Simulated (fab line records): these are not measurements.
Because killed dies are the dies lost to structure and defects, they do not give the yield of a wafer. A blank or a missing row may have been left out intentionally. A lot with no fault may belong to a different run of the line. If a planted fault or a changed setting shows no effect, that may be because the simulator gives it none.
Comparing a struck lot with a sound one || flow n5-finfet || 14 out of 1938 route steps
Sound: these wafers, L698.1, L698.4, L698.6. The struck wafers were L715.3, L715.5, L715.6. At the end, the cause is stated.
Per side, at each step with rows, come the tool, then ch with its chambers, and then its first start. Under that, the readings that differ: sound wafers || struck wafers || difference of the means || sigmas: that difference in standard deviations of wafers without a fault.
alike: readings with means less than 2 such deviations apart, plus words and numbers identical on both sides. not compared: withheld readings, readings lacking a value on some wafer, bounds such as >300 that could conceal the same value, and numbers that have no deviation in the record and whose values overlap.
A row with sigmas, a row that says differs or no value, or rows on one side alone: a step with any of these is where the two part. Non-overlapping numbers with no deviation appear without sigmas and do not part them. Lack of a reading on every wafer of one side parts them only where that side has two or more wafers.

N5_BEOL_M8_ETCH_62: etches SOC in N2/H2, target depth 110 nm, overetch 22 nm, time 165 s.
  sound on rie-diel-02 ch 1,3, day 9 01:37; struck on rie-diel-01 ch 1,2,3, day 14 04:05
  alike: drypump-motor-current-A, oes-product-au, rf-vpp-V, showerhead-plenum-p-Torr, temp-c, throttle-valve-pct
  not compared: rf-hours-counter-h
then, 1 step without rows for these wafers: N5_BEOL_M8_STRIP_68 (strips in N2/H2).
N5_BEOL_M8_STRIP_67: strips in CF4.
  sound on rie-diel-02 ch 1,3, day 9 01:46; struck on rie-diel-01 ch 1,2,3, day 14 04:14
  alike: bias-power-w, cf4-flow-sccm, drypump-motor-current-A, oes-product-au, rf-vpp-V, showerhead-plenum-p-Torr, throttle-valve-pct
  not compared: rf-hours-counter-h
N5_BEOL_M8_HM_OPEN_17: chemistry Cl2/BCl3, target TiN, target depth 20 nm, overetch 6 nm.
  sound on rie-metal-02 ch 0,1, day 9 01:49; struck on rie-metal-02 ch 0,1, day 14 04:19
  alike: drypump-motor-current-A, oes-product-au, throttle-valve-pct
  not compared: rf-hours-counter-h
N5_BEOL_M8_STRIP_19: strips in O2.
  sound on rie-diel-01 ch 1,2,3, day 9 01:55; struck on rie-diel-02 ch 1,2,3, day 14 04:31
  alike: drypump-motor-current-A, o2-flow-sccm, oes-product-au, rf-vpp-V, showerhead-plenum-p-Torr, temp-c, throttle-valve-pct
  not compared: rf-hours-counter-h
N5_BEOL_M8_CD_MEAS_18: pitch 80 nm, target cd 40 nm.
  struck on cd-sem-01, day 14 04:35; sound on cd-sem-02, day 9 01:59
  alike: cd-nm
then, 6 steps without rows for these wafers: N5_BEOL_M8_COAT_63 (time 60 s, resist thk 60 nm); N5_BEOL_M8_COAT_64 (time 60 s, resist thk 12 nm); N5_BEOL_M8_COAT_71 (time 60 s, resist thk 5 nm); N5_BEOL_M8_COAT_22 (resist thk 30 nm); N5_BEOL_M8_EBR_24; N5_BEOL_M8_SOFTBAKE_23 (time 60 s).
N5_BEOL_M8_EXPOSE_25: exposes mask V7, target cd 40 nm.
  struck on euv-scanner-02, day 14 04:56; sound on euv-scanner-01 ch 0, day 9 02:17
  no value came back on the struck wafers for exposure-dose-mJ-cm2, focus-offset-nm (nm), stage-msd-nm (nm); on the sound wafers exposure-dose-mJ-cm2 reads 42.94 42.84 42.92
  alike: mask
then, 1 step without rows for these wafers: N5_BEOL_M8_PEB_26 (peb time 60 s).

== WHERE THEY PART ==
Within this record, at N5_BEOL_M8_EXPOSE_25 only.

WHY: what had been put in by the simulator
Skipped step whole: euv-scanner-02, from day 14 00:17 on, at N5_BEOL_M8_EXPOSE_25. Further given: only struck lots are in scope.
